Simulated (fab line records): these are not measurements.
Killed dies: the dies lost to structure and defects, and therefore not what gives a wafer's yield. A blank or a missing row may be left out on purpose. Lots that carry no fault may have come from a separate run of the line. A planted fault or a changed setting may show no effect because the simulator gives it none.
fab line records | flow n5_finfet
[record] lots = 8 wafers = 23 last_day = 17
route steps=1938 shown BEOL_M4@1111 BEOL_M5@1116 PASSIVATION@1936
lots untouched by any fault: they come from a run of this same line in which no faults occurred
start_h: the number of hours between the record's first day and the start of the first shown wafer of the lot | wait_h: hours since the lot's step before | " as in the row above | L1.1+2: a row that stands for several wafers | - no value, or no start was given | * or withheld: withheld | < > ~ a bound
route shown NAME@n: names a module that has steps shown in the file, with the first one's number in the route | usual: average and standard deviation across the fault-free wafers | same: alike in all rows | chamber/n: place in a boat | sites: per-site readings | _std_site: the values' standard deviation | _edge_site: mean of outer sites minus mean of inner sites | radius_mm: how far each site lies from the wafer's centre | mask NAME#n: copy n | behind: tool/chamber where the wafer was last shaped | hold: reason for holding the lot/hours on hold/outcome of the hold | device: which transistor (n, p or np) failed to switch | end of line: the same wafers' tests at the end of the route | a step given without rows: its recipe and nothing more | killed: the dies lost at the first sort to structure and to defects; this is not the yield of the wafer | map: shows each die of a wafer: x if killed, . if not, _ if none is there
set.NAME: the run value of the setting; set.NAME@STEP: its run value at that earlier step | model.NAME: the simulator's own value behind a step, which no gauge read
steps of the route over a sample of lots; a table a step, a row a wafer
services: the hour from which a tool's chamber was out of use, counted from the record's first day as start_h (under 0 if before that day), plus the number of hours and why
[[steps]]
[step N5_BEOL_M4_RC_MEAS_101]
[usual] DIBL_N = 36.4/1.7 DIBL_P = 36.4/2.1 IOFF_N = 0.16/0.035 IOFF_P = 0.21/0.035 ION_N = 680/11 ION_P = 465/6.8 SS_N = 71.5/0.58 SS_P = 73.2/0.72 VT_N = 249/3.6 VT_P = -250/3.1
// columns lot.wafer tool chamber start_h wait_h DIBL_N[mV/V] DIBL_P[mV/V] IOFF_N[nA/um] IOFF_P[nA/um] ION_N[uA/um] ION_P[uA/um] SS_N[mV/dec] SS_P[mV/dec] VT_N[mV] VT_P[mV]
L531.2 prober-02 0 180.10 0.2 38.5 37.3 0.18 0.21 693 464 71.5 73.9 246 -248
L531.3 " 0 " " 37.1 34.6 0.14 0.17 685 461 71.3 73.2 253 -254
L531.6 " 0 " " 36.7 34.6 0.14 0.15 668 447 71.4 73.4 253 -254
L533.1 prober-01 0 181.62 0.0 36.0 37.7 0.17 0.24 685 469 71.2 73.6 248 -250
L533.4 " 0 " " 35.2 36.5 0.16 0.22 686 471 71.3 73.5 249 -250
L533.5 " 0 " " 37.9 39.5 0.22 0.28 693 476 72.1 74.4 247 -246
L537.2 prober-01 0 214.45 0.2 36.3 35.4 0.15 0.22 689 472 71.8 73.4 252 -248
L537.3 " 0 " " 34.1 33.1 0.13 0.19 670 466 71.3 72.8 252 -246
L537.5 " 0 " " 36.1 35.0 0.15 0.22 683 474 71.7 73.1 252 -246
L539.3 prober-02 0 215.20 0.9 34.2 34.4 0.13 0.18 689 466 70.7 72.2 251 -254
L539.5 " 0 " " 34.8 34.9 0.14 0.18 675 465 72.1 72.0 251 -253
L539.6 " 0 " " 37.7 37.7 0.18 0.22 695 468 71.9 72.7 248 -252
L538.1 prober-02 0 216.23 0.0 36.7 38.2 0.19 0.24 682 472 72.0 74.0 244 -249
L538.3 " 0 " " 32.4 33.1 0.12 0.16 671 461 71.7 72.1 254 -253
L538.6 " 0 " " 36.7 37.7 0.19 0.23 682 465 71.5 73.9 246 -250
L540.1 prober-02 0 218.23 0.0 36.5 36.4 0.14 0.19 686 472 72.0 73.6 251 -252
L540.2 " 0 " " 38.0 39.3 0.19 0.24 693 474 71.2 73.5 249 -249
L540.6 " 0 " " 40.3 42.2 0.24 0.30 701 475 72.4 74.3 244 -245
L552.2 prober-02 0 293.39 0.2 39.5 40.4 0.24 0.28 686 463 73.2 74.5 243 -247
L552.3 " 0 " " 37.7 37.7 0.19 0.23 702 471 71.0 73.2 243 -249
L550.1 prober-01 0 296.75 0.0 36.3 34.1 0.15 0.21 680 469 71.4 73.1 249 -249
L550.3 " 0 " " 38.7 36.9 0.20 0.25 689 472 72.1 73.9 247 -248
L550.5 " 0 " " 38.8 36.5 0.21 0.24 686 465 71.3 73.6 247 -248
[step N5_BEOL_M5_HM_DEP_02]
[recipe] material = TiN target_thk_a = 200 temp_c = 25 chamber_pressure_pa = 0.49996
[usual] throttle_valve_pct = 29.3/1.2
// columns lot.wafer tool chamber start_h wait_h throttle_valve_pct
L531.2 pvd_sputter-01 - 182.20 0.7 29.9
L531.3 " - " " 30.2
L531.6 " - " " 27.4
L533.1 pvd_sputter-03 - 183.56 0.3 30.2
L533.4 " - " " 29.1
L533.5 " - " " 29.0
L537.2 pvd_sputter-01 - 216.62 0.6 29.9
L537.3 " - " " 30.7
L537.5 " - " " 29.8
L539.3 pvd_sputter-01 - 216.96 0.5 27.3
L539.5 " - " " 30.0
L539.6 " - " " 30.3
L538.1 pvd_sputter-02 - 221.54 3.7 30.0
L538.3 " - " " 30.4
L538.6 " - " " 30.8
L540.1 pvd_sputter-03 - 221.89 2.1 29.6
L540.2 " - " " 30.2
L540.6 " - " " 29.8
L552.2 pvd_sputter-03 - 296.18 1.4 29.2
L552.3 " - " " 30.3
L550.1 pvd_sputter-03 - 299.94 1.6 29.4
L550.3 " - " " 30.5
L550.5 " - " " 29.8
[step N5_BEOL_M5_HM_OPEN_17]
[recipe] chemistry = Cl2/BCl3 target_depth_a = 200 overetch_a = 60 target = TiN mask_material = SOC ion_energy_ev = 150 pressure_mtorr = 10 icp_w = 1000 bias_w = 126 Cl2_flow_sccm = 53.25 bcl3_flow_sccm = 21.75 Ar_flow_sccm = 25
[usual] drypump_motor_current_A = 5.7/0.36 oes_product_au = 0.68/0.1 throttle_valve_pct = 22.18/0.24
// columns lot.wafer tool chamber start_h wait_h drypump_motor_current_A oes_product_au rf_hours_counter_h throttle_valve_pct
L531.2 rie_metal-03 1 183.08 0.0 5.6 0.60 75 22.47
L531.3 " 1 " " 5.6 0.60 - 22.46
L531.6 " 0 " " 5.9 0.84 - 21.97
L533.1 rie_metal-03 1 184.44 0.0 5.5 0.60 75 22.45
L533.4 " 1 " " 5.5 0.60 - 22.44
L533.5 " 1 " " 5.5 0.60 - 22.45
L537.2 rie_metal-02 0 217.62 0.0 4.9 0.57 86 21.99
L537.3 " 0 " " 4.9 0.57 - 21.99
L537.5 " 1 " " 5.7 0.55 - 22.27
L539.3 rie_metal-01 1 217.87 0.1 5.7 0.74 - 22.48
L539.5 " 0 " " 6.1 0.75 - 21.93
L539.6 " 1 " " 5.7 0.74 - 22.49
L538.1 rie_metal-01 1 222.39 0.0 5.7 0.75 19 22.47
L538.3 " 0 " " 6.1 0.76 - 21.92
L538.6 " 0 " " 6.1 0.76 - 21.91
L540.1 rie_metal-02 1 222.97 0.0 5.7 0.55 116 22.27
L540.2 " 0 " " 4.9 0.57 87 21.98
L540.6 " 0 " " 4.9 0.56 - 21.98
L552.2 rie_metal-03 1 296.94 0.0 5.6 0.68 86 22.29
L552.3 " 1 " " 5.5 0.67 - 22.29
L550.1 rie_metal-03 1 300.71 0.0 5.6 0.59 86 22.47
L550.3 " 0 " " 6.0 0.90 - 21.79
L550.5 " 1 " " 5.6 0.57 - 22.47
[step N5_BEOL_M5_DESCUM_33]
[recipe] chemistry = O2 time_s = 7 source_power_w = 50 bias_power_w = 20 pressure_mtorr = 20 rf_frequency_hz = 2.712e+07 temp_c = 40 resist = CAR-EUV o2_flow_sccm = 225
[usual] drypump_motor_current_A = 5.37/0.27 oes_product_au = 0.80/0.11 rf_vpp_V = 243.5/1.2 showerhead_plenum_p_Torr = 2.11/0.049 throttle_valve_pct = 20.38/0.23
// columns lot.wafer tool chamber start_h wait_h drypump_motor_current_A oes_product_au rf_hours_counter_h rf_vpp_V showerhead_plenum_p_Torr throttle_valve_pct
L531.2 rie_diel-03 2 187.13 0.7 5.23 0.68 231 243.0 2.07 20.59
L531.3 " 3 " " 5.17 0.70 243 244.3 2.13 20.60
L531.6 " 3 " " 5.16 0.70 - 243.3 2.13 20.59
L533.1 rie_diel-06 0 187.54 1.0 5.09 0.74 153 243.5 2.19 20.39
L533.4 " 0 " " 5.09 0.73 - 245.4 2.19 20.37
L533.5 " 3 " " 5.33 0.70 - 243.1 2.09 20.66
L539.3 rie_diel-06 0 221.26 0.1 5.08 0.72 163 244.2 2.19 20.37
L539.5 " 0 " " 5.10 0.73 - 245.0 2.19 20.40
L539.6 " 1 " " 5.44 0.95 - 243.8 2.13 20.09
L537.2 rie_diel-03 1 221.53 0.3 5.26 0.80 71 246.1 2.21 20.42
L537.3 " 0 " " 5.93 0.70 204 243.7 2.07 20.18
L537.5 " 1 " " 5.29 0.81 - 245.6 2.21 20.41
L538.1 rie_diel-06 0 228.41 0.7 5.09 0.72 165 244.3 2.19 20.40
L538.3 " 0 " " 5.07 0.72 - 244.8 2.19 20.40
L538.6 " 1 " " 5.44 0.94 - 244.6 2.13 20.09
L540.1 rie_diel-03 1 228.91 1.0 5.26 0.80 73 245.1 2.21 20.45
L540.2 " 2 " " 5.23 0.67 244 241.7 2.07 20.62
L540.6 " 0 " " 5.94 0.70 - 242.9 2.07 20.17
L552.2 rie_diel-05 3 299.76 0.1 5.31 0.72 197 242.3 2.07 20.48
L552.3 " 0 " " 5.02 0.93 26 243.9 2.11 20.29
L550.1 rie_diel-05 0 301.53 0.2 5.00 0.94 27 243.8 2.11 20.30
L550.3 " 1 " " 5.45 0.86 62 243.0 2.04 20.07
L550.5 " 1 " " 5.46 0.87 - 242.8 2.04 20.09
[step N5_BEOL_M5_VIA_ETCH_34]
[recipe] chemistry = C4F6/O2 target = SiCOH_lowk target_depth_a = 883 mask_material = SOC taper_deg = 4 time_s = 39.2 ion_energy_ev = 250 pressure_mtorr = 30 source_w = 345 bias_w = 185 Ar_flow_sccm = 300 C4F6_flow_sccm = 10 O2_flow_sccm = 10
[usual] drypump_motor_current_A = 5.38/0.27 oes_product_au = 0.80/0.1 rf_vpp_V = 668/8.9 showerhead_plenum_p_Torr = 2.87/0.071 throttle_valve_pct = 20.86/0.21
// columns lot.wafer tool chamber start_h wait_h drypump_motor_current_A oes_product_au rf_hours_counter_h rf_vpp_V showerhead_plenum_p_Torr throttle_valve_pct
L531.2 rie_diel-03 2 187.31 0.0 5.23 0.68 231 659 2.81 21.00
L531.3 " 3 " " 5.15 0.68 243 690 2.91 21.11
L531.6 " 3 " " 5.18 0.69 - 689 2.91 21.11
L533.1 rie_diel-06 0 187.72 0.0 5.09 0.74 153 676 2.96 20.81
L533.4 " 0 " " 5.09 0.74 - 676 2.96 20.81
L533.5 " 3 " " 5.35 0.72 - 685 2.84 21.06
L539.3 rie_diel-06 0 221.44 0.0 5.11 0.73 163 677 2.96 20.83
L539.5 " 0 " " 5.10 0.74 - 676 2.96 20.82
L539.6 " 1 " " 5.48 0.93 - 663 2.92 20.73
L537.2 rie_diel-03 1 221.71 0.0 5.29 0.80 71 666 3.02 20.96
L537.3 " 0 " " 5.94 0.71 204 669 2.81 20.58
L537.5 " 1 " " 5.30 0.81 - 666 3.02 20.95
L538.1 rie_diel-06 0 228.68 0.0 5.11 0.73 165 676 2.96 20.82
L538.3 " 0 " " 5.13 0.73 - 678 2.96 20.83
L538.6 " 1 " " 5.42 0.93 - 665 2.92 20.72
L540.1 rie_diel-03 1 229.09 0.0 5.30 0.80 73 667 3.02 20.96
L540.2 " 2 " " 5.24 0.66 245 661 2.80 21.03
L540.6 " 0 " " 5.92 0.70 - 668 2.81 20.60
L552.2 rie_diel-05 3 299.94 0.0 5.30 0.34 197 671 2.82 20.88
L552.3 " 0 " " 5.04 0.42 26 660 2.90 20.77
L550.1 rie_diel-05 0 301.71 0.0 5.03 0.92 27 658 2.90 20.91
L550.3 " 1 " " 5.48 0.33 62 666 2.77 20.33
L550.5 " 1 " " 5.45 0.86 - 668 2.77 20.48
[step N5_BEOL_M5_TRENCH_ETCH_37]
[recipe] chemistry = C4F6/O2 target_depth_a = 716.52 target = SiCOH_lowk time_s = 24.7 ion_energy_ev = 250 pressure_mtorr = 30 source_w = 345 bias_w = 185 Ar_flow_sccm = 300 C4F6_flow_sccm = 10 O2_flow_sccm = 10
[usual] drypump_motor_current_A = 5.38/0.27 oes_product_au = 0.80/0.1 rf_vpp_V = 668/8.9 showerhead_plenum_p_Torr = 2.87/0.071 throttle_valve_pct = 20.90/0.21
// columns lot.wafer tool chamber start_h wait_h drypump_motor_current_A oes_product_au rf_hours_counter_h rf_vpp_V showerhead_plenum_p_Torr throttle_valve_pct
L531.2 rie_diel-03 2 - - 5.24 0.68 231 660 2.81 21.03
L531.3 " 3 " " 5.15 0.69 243 689 2.91 21.15
L531.6 " 3 " " 5.12 0.69 - 691 2.91 21.16
L533.1 rie_diel-06 0 - - 5.09 0.73 153 678 2.96 20.84
L533.4 " 0 " " 5.08 0.74 - 677 2.96 20.85
L533.5 " 3 " " 5.29 0.71 - 684 2.84 21.11
L539.3 rie_diel-06 0 - - 5.08 0.72 163 676 2.96 20.87
L539.5 " 0 " " 5.10 0.72 - 678 2.96 20.87
L539.6 " 1 " " 5.46 0.94 - 664 2.92 20.76
L537.2 rie_diel-03 1 - - 5.29 0.80 71 666 3.02 20.98
L537.3 " 0 " " 5.95 0.70 204 669 2.81 20.63
L537.5 " 1 " " 5.29 0.81 - 667 3.02 20.98
L538.1 rie_diel-06 0 - - 5.07 0.73 165 678 2.96 20.87
L538.3 " 0 " " 5.08 0.73 - 677 2.96 20.86
L538.6 " 1 " " 5.46 0.94 - 663 2.92 20.76
L540.1 rie_diel-03 1 - - 5.30 0.80 73 667 3.02 21.00
L540.2 " 2 " " 5.27 0.67 245 661 2.80 21.06
L540.6 " 0 " " 5.93 0.70 - 669 2.81 20.63
L552.2 rie_diel-05 3 - - 5.36 0.70 197 670 2.82 21.03
L552.3 " 0 " " 4.99 0.93 26 658 2.90 20.94
L550.1 rie_diel-05 0 - - 5.02 0.93 27 658 2.90 20.94
L550.3 " 1 " " 5.47 0.87 62 665 2.77 20.51
L550.5 " 1 " " 5.46 0.87 - 665 2.77 20.50
[step N5_BEOL_M5_OCD_MEAS_38]
[usual] trench_depth_nm = 72.0/1.4
// columns lot.wafer tool chamber start_h wait_h trench_depth_nm
L531.2 ocd-01 - 187.55 - 71.0
L531.3 " - " " 72.2
L531.6 " - " " 72.5
L533.1 ocd-01 - 187.96 - 72.6
L533.4 " - " " 72.3
L533.5 " - " " 70.2
L539.3 ocd-01 - 221.68 - 72.2
L539.5 " - " " 72.3
L539.6 " - " " 73.0
L537.2 ocd-02 - 221.95 - 72.1
L537.3 " - " " 69.5
L537.5 " - " " 71.8
L538.1 ocd-02 - 229.03 - 73.3
L538.3 " - " " 72.7
L538.6 " - " " 73.8
L540.1 ocd-01 - 229.33 - 71.3
L540.2 " - " " 70.4
L540.6 " - " " 69.3
L552.2 ocd-01 - 300.18 - 12.2
L552.3 " - " " 8.9
L550.1 ocd-01 - 301.95 - 72.4
L550.3 " - " " 2.2
L550.5 " - " " 72.9
[step N5_BEOL_M5_THK_MEAS_53]
[recipe] thk_meas_gauge = xrf reads = Cu_of_BEOL_M5_ECD_50
[usual] M5_THK = 62.7/1.7
// columns lot.wafer tool chamber start_h wait_h M5_THK[nm]
L533.1 film_metro-02 - 195.69 - 63.0
L533.4 " - " " 62.9
L533.5 " - " " 59.7
L531.2 film_metro-01 - 195.86 - 62.8
L531.3 " - " " 62.3
L531.6 " - " " 63.0
L539.3 film_metro-01 - 229.46 - 61.9
L539.5 " - " " 62.1
L539.6 " - " " 62.7
L537.2 film_metro-01 - 230.71 - 63.3
L537.3 " - " " 61.0
L537.5 " - " " 61.3
L538.1 film_metro-01 - 235.51 - 65.1
L538.3 " - " " 64.4
L538.6 " - " " 66.9
L540.1 film_metro-02 - 236.83 - 61.6
L540.2 " - " " 61.7
L540.6 " - " " 59.4
L552.2 film_metro-02 - 306.89 - -
L552.3 " - " " -
L550.1 film_metro-02 - 309.93 - 64.9
L550.3 " - " " -
L550.5 " - " " 65.1
[step N5_PASSIVATION_PROBE_49]
[usual] defect_limited_yield = 91.3/1.4 killed_at_M0_to_M3 = 36/11 killed_at_M4_up = 13/5.2 killed_at_contacts = 13/6.5 killed_at_front_end = 37/11 killed_at_other = 3.6/2.9 killed_dies = 103/17 killed_on_rim = 13/3.6 killed_open = 68/12 killed_short = 33/7.3 sort_bin_4_leakage = 0.01/0.039 sort_bin_5_function = 5.2/0.91 sort_bin_6_memory = 3.2/0.67 sort_n_pass = 1077/17 sort_yield_pct = 91.3/1.4
[same] gross_dies = 1180 killed_at_back_side = 0 sort_bin_8_speed[%] = 0
// columns lot.wafer tool chamber start_h wait_h defect_limited_yield[%] killed_at_M0_to_M3 killed_at_M4_up killed_at_contacts killed_at_front_end killed_at_other killed_dies killed_on_rim killed_open killed_short sort_bin_4_leakage[%] sort_bin_5_function[%] sort_bin_6_memory[%] sort_n_pass sort_yield_pct[%]
L552.2 prober-01 - 400.11 0.1 22.1 27 846 7 37 2 919 116 61 20 0 74.7 3.1 261 22.1
L552.3 prober-01 - 400.16 0.1 18.1 32 875 15 38 7 967 149 78 26 0 78.2 3.3 213 18.1
L550.1 prober-02 - 404.31 0.0 92.0 35 14 17 27 1 94 17 59 32 0 4.7 3.0 1086 92.0
L550.3 prober-02 - 404.41 0.1 1.7 32 1083 13 31 1 1160 152 62 28 0 95.1 2.6 20 1.7
L550.5 prober-02 - 404.51 0.2 91.4 48 11 13 29 1 102 13 67 32 0 5.5 3.1 1078 91.4
// killed by level:class
L552.2 BEOL_M5:area_open=837 FIN_SAQP:geometric_particle:open=12 DUMMY_GATE:geometric_particle:open=9 BEOL_M2:geometric_particle:open=8 MOL_CONTACT_COAG:geometric_particle:open=7 BEOL_M0_SAQP:geometric_particle:short=6 BEOL_M0_SAQP:geometric_particle:open=6 BEOL_M1:geometric_particle:open=5
L552.3 BEOL_M5:area_open=862 MOL_CONTACT_COAG:geometric_particle:open=14 BEOL_M1:geometric_particle:open=10 BEOL_M3:geometric_particle:open=10 BEOL_M4:geometric_particle:open=8 FIN_SAQP:geometric_particle:short=6 STI_FIN_REVEAL:geometric_particle:open=5 FIN_SAQP:geometric_particle:open=4
L550.1 MOL_CONTACT_COAG:geometric_particle:open=15 FIN_SAQP:geometric_particle:short=7 BEOL_M0_SAQP:geometric_particle:open=7 FIN_SAQP:geometric_particle:open=6 BEOL_M0_SAQP:geometric_particle:short=6 BEOL_M1:geometric_particle:open=6 BEOL_M4:geometric_particle:open=6 BEOL_M3:geometric_particle:open=5
L550.3 BEOL_M5:area_open=1068 BEOL_M1:geometric_particle:open=11 FIN_SAQP:geometric_particle:open=10 MOL_CONTACT_COAG:geometric_particle:open=8 BEOL_M2:geometric_particle:open=6 STI_FIN_REVEAL:geometric_particle:open=5 GATE_CUT:geometric_particle:short=5 MOL_CONTACT_COAG:geometric_particle:short=5
L550.5 BEOL_M2:geometric_particle:open=12 FIN_SAQP:geometric_particle:open=11 MOL_CONTACT_COAG:geometric_particle:open=10 BEOL_M0_SAQP:geometric_particle:short=10 BEOL_M1:geometric_particle:open=7 BEOL_M3:geometric_particle:open=7 BEOL_M0_SAQP:geometric_particle:open=6 FIN_SAQP:geometric_particle:short=4
[[services]]
// columns tool chamber start_h hours kind
rie_metal-03 0 159.23 2.2 repair
pvd_sputter-03 - 160.23 10.0 repair
rie_diel-06 0 169.70 4.3 repair
rie_diel-06 1 173.98 - clean
rie_diel-06 1 173.98 - consumable_replace:focus_ring
rie_diel-06 1 173.98 20.7 scheduled_down
rie_diel-06 1 173.98 20.7 vent_cycle
rie_diel-05 - 184.13 1.2 repair
rie_metal-03 0 202.61 15.0 repair
rie_diel-03 3 207.89 9.7 repair
rie_diel-03 3 218.18 - clean
rie_diel-03 3 218.18 - consumable_replace:focus_ring
rie_diel-03 3 218.18 18.2 scheduled_down
rie_diel-03 3 218.18 18.2 vent_cycle
rie_diel-03 - 223.67 1.2 repair
rie_diel-06 3 226.39 4.2 repair
rie_diel-06 2 227.03 16.7 repair
pvd_sputter-02 - 239.55 2.6 repair
rie_diel-03 - 252.99 2.8 pm
rie_diel-03 3 257.10 10.3 repair
rie_diel-03 0 275.51 4.4 repair
rie_diel-03 - 281.98 0.1 repair
rie_diel-06 0 287.29 12.3 repair
rie_diel-05 2 295.07 17.0 repair
[[key]]
[first_sign] step = N5_BEOL_M5_VIA_ETCH_34 reading = oes_product_au direction = down sigmas = 4.2 usual = 0.80 struck = 0.36
[effect] step = N5_BEOL_M5_OCD_MEAS_38 reading = trench_depth_nm direction = down sigmas = 47 usual = 72.0 struck = 7.8
[effect] step = N5_BEOL_M5_THK_MEAS_53 reading = M5_THK direction = missing
[effect] step = N5_PASSIVATION_PROBE_49 reading = killed_at_M4_up direction = up sigmas = 99+ usual = 13 struck = 935
[more_kills_born_at] N5_BEOL_M5_HM_OPEN_17@rie_metal-03 = 2767
met_at N5_BEOL_M5_HM_DEP_02
struck_lots L550,L552
struck_wafers L550.3,L552.2,L552.3
later_rows_left_out L550.3,L552.2,L552.3
not_acting_at N5_BEOL_M5_HM_OPEN_17,N5_BEOL_M5_DESCUM_33,N5_BEOL_M5_TRENCH_ETCH_37
onset_between 221.89 296.18
[fault] kind = process_parameter_drift tool = pvd_sputter-03 chamber = - onset_h = 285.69 steps = N5_BEOL_M5_HM_DEP_02 channel = target_thk_a offset = * shape = step end_h = 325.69 scope = struck_wafers_only acts_in = * stated = *
// later_rows_left_out: the simulator's readings of these wafers behind a module that went badly wrong aren't trusted and aren't shown, but for the sort
